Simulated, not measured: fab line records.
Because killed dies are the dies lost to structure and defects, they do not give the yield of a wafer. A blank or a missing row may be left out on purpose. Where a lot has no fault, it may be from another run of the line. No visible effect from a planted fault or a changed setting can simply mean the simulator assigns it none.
Split-lot trial | flow n5Finfet | route with 1938 steps; 7 lots, 39 wafers read

== ON THE SPLIT ==
At N5_BEOL_M0_SAQP_SPACER2_ALD_26 (deposits SiO2, target thk 15 nm, pulse time 1 s, purge time 2 s), the setting targetThkA was moved away from the recipe's 150 angstrom on 12 of the 39 wafers read, by -51.3% to +57.1%. For the rest of the wafers, this setting stayed at what the recipe calls for.

== FROM THE SPLIT TO THE READING: what the file shows between them, 2 steps ==
- N5_BEOL_M0_SAQP_SPACER2_ETCHBACK_27: etches SiO2 in CHF3/O2, target depth 22.5 nm, time 11.25 s
- N5_BEOL_M0_SAQP_MANDREL2_REMOVE_110: chemistry HBr/Cl2/O2, target a-Si, stops on SiCN, bt time 10 s

== THE READING ==
cdNm (nm) at N5_BEOL_M0_SAQP_CD_MEAS_29, where the cd target is 14.4 nm. On this fab line, fault-free wafers typically give 15.00 nm with a standard deviation of 0.22 nm.

wafer  | tool, chamber at the split | targetThkA as run, angstrom | against the recipe | cdNm, nm | against lot-mates on the recipe
L076.1 | aldSin-01, 0               | 231.1                       | +54.1%             | 23.36    | +8.48
L076.2 | aldSin-01, 2               | 231.1                       | +54.1%             | 22.81    | +7.93
L076.3 | aldSin-01, 3               | 150                         | recipe             | 14.71    | -
L076.4 | aldSin-01, 3,2             | 150                         | recipe             | 14.74    | -
L076.5 | aldSin-01, 0               | 231.1                       | +54.1%             | 23.23    | +8.35
L076.6 | aldSin-01, 3,2             | 150                         | recipe             | 15.20    | -
L075.1 | aldSin-02, 1,2,2,1         | 150                         | recipe             | 14.91    | -
L075.2 | aldSin-02, 3,0             | 150                         | recipe             | 14.86    | -
L075.3 | aldSin-02, 3,0             | 150                         | recipe             | 15.06    | -
L075.4 | aldSin-02, 1,2,2,1         | 150                         | recipe             | 14.74    | -
L075.5 | aldSin-02, 1,2,2,1         | 150                         | recipe             | 15.16    | -
L075.6 | aldSin-02, 1,2,2,1         | 150                         | recipe             | 15.23    | -
L082.1 | aldSin-04, 3,0             | 235.6                       | +57.1%             | 23.35    | +8.55
L082.2 | aldSin-04, 1,3             | 150                         | recipe             | 15.08    | -
L082.3 | aldSin-04, 0               | 235.6                       | +57.1%             | 23.39    | +8.59
L082.4 | aldSin-04, 2               | 150                         | recipe             | 14.87    | -
L082.5 | aldSin-04, 3,0             | 235.6                       | +57.1%             | 23.72    | +8.92
L082.6 | aldSin-04, 1,3             | 150                         | recipe             | 14.44    | -
L085.1 | aldSin-01, 1,2,3,0,2,3     | 150                         | recipe             | 15.06    | -
L085.2 | aldSin-01, 1,2,3,0,2,3     | 150                         | recipe             | 15.13    | -
L085.3 | aldSin-01, 1,2,3,0,2,3     | 150                         | recipe             | 15.10    | -
L085.4 | aldSin-01, 1,2,3,0,2,3     | 150                         | recipe             | 15.35    | -
L085.5 | aldSin-01, 1,2,3,0,2,3     | 150                         | recipe             | 15.01    | -
L085.6 | aldSin-01, 1,2,3,0,2,3     | 150                         | recipe             | 14.91    | -
L086.1 | aldSin-02, 3,2,0           | 150                         | recipe             | 15.38    | -
L086.2 | aldSin-02, 0               | 73.12                       | -51.3%             | 7.32     | -7.92
L086.3 | aldSin-02, 3,2,0           | 150                         | recipe             | 14.86    | -
L086.4 | aldSin-02, 1               | 73.12                       | -51.3%             | 7.48     | -7.76
L086.5 | aldSin-02, 1               | 73.12                       | -51.3%             | 7.54     | -7.70
L086.6 | aldSin-02, 3,2,0           | 150                         | recipe             | 15.49    | -
L091.1 | aldSin-04, 2,1,3           | 150                         | recipe             | 14.93    | -
L091.4 | aldSin-04, 2,1,3           | 150                         | recipe             | 15.23    | -
L091.5 | aldSin-04, 2,1,3           | 150                         | recipe             | 15.24    | -
L094.1 | aldSin-01, 2               | 219.2                       | +46.1%             | 21.79    | +6.75
L094.2 | aldSin-01, 3               | 219.2                       | +46.1%             | 21.65    | +6.61
L094.3 | aldSin-01, 1,0,2           | 150                         | recipe             | 15.21    | -
L094.4 | aldSin-01, 1,0,2           | 150                         | recipe             | 14.97    | -
L094.5 | aldSin-01, 1,0,2           | 150                         | recipe             | 14.95    | -
L094.6 | aldSin-01, 3               | 219.2                       | +46.1%             | 22.01    | +6.97
Rows listing several chambers each stand for several wafers; the file does not say which wafer went through which chamber.

FIT RESULTS
A straight line over all 39 wafers: cdNm changes by +0.148 nm for each +1% of targetThkA; r = +1.00; the points scatter about the line by 0.22 nm.
The same after taking each lot's own level away (the mean of its wafers on the recipe; 39 wafers): +0.151 nm for each +1%; r = +1.00; scatter 0.2 nm.
Per that fit: largest targetThkA move, reading shift of 8.6 nm.
From 14.797 to 15.243 nm: that is the span of the lots' own levels, equal to 2.0 times the standard deviation above.
Consequently the slope shifts little with the lot-to-lot level, the two slopes agreeing.
Check: with one of the wafers moved furthest among these (+57.1%) left out of the fit, the line predicts +8.64 nm for it against its lot-mates. It came out at +8.55 nm against them.

== THE WHOLE CHAIN: every reading that the file lists as answering this split, in the file's order ==
step                                | what it does                                                            | reading                                                                                    | change (the file's fit)                                                            | r (the file's)
N5_BEOL_M0_SAQP_SPACER2_ALD_26      | deposits SiO2, target thk 15 nm, pulse time 1 s, purge time 2 s         | SiO2_of_BEOL_M0_SAQP_SPACER2_ALD_26.thkNm (the simulator's own value, which no gauge read) | +0.15 nm for each +1% of the setting                                               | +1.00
N5_BEOL_M0_SAQP_MANDREL2_REMOVE_110 | chemistry HBr/Cl2/O2, target a-Si, stops on SiCN, bt time 10 s          | BEOL_M0_SAQP.cdNm (the simulator's own value, which no gauge read)                         | +0.151 nm for each +1% of the setting                                              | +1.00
N5_BEOL_M0_SAQP_CD_MEAS_29          | target cd 14.4 nm                                                       | cdNm                                                                                       | +0.151 nm for each +1% of the setting                                              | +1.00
N5_BEOL_M0_CUTY_ETCH_63             | etches SOC in N2/H2, target depth 82.7 nm, overetch 16.5 nm, time 124 s | SiO2_of_BEOL_M0_SAQP_SPACER2_ALD_26.thkNm (the simulator's own value, which no gauge read) | +0.14 nm for each +1% of the setting                                               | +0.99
N5_BEOL_M0_ETCH_138                 | etches SiCN in CH3F/O2, target depth 12 nm, time 31.6 s                 | SiO2_of_BEOL_M0_SAQP_SPACER2_ALD_26.thkNm (the simulator's own value, which no gauge read) | +0.134 nm for each +1% of the setting                                              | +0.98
N5_BEOL_M0_HM_OPEN_105              | chemistry Cl2/BCl3, target TiN, target depth 12 nm                      | SiO2_of_BEOL_M0_SAQP_SPACER2_ALD_26.thkNm (the simulator's own value, which no gauge read) | not straight: 0.4 at the lowest setting, 2.681 at the recipe, 11.07 at the highest | not given

== FILE'S OWN FIT ==
cdNm changes by +0.151 nm for each +1% of targetThkA, r = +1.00.
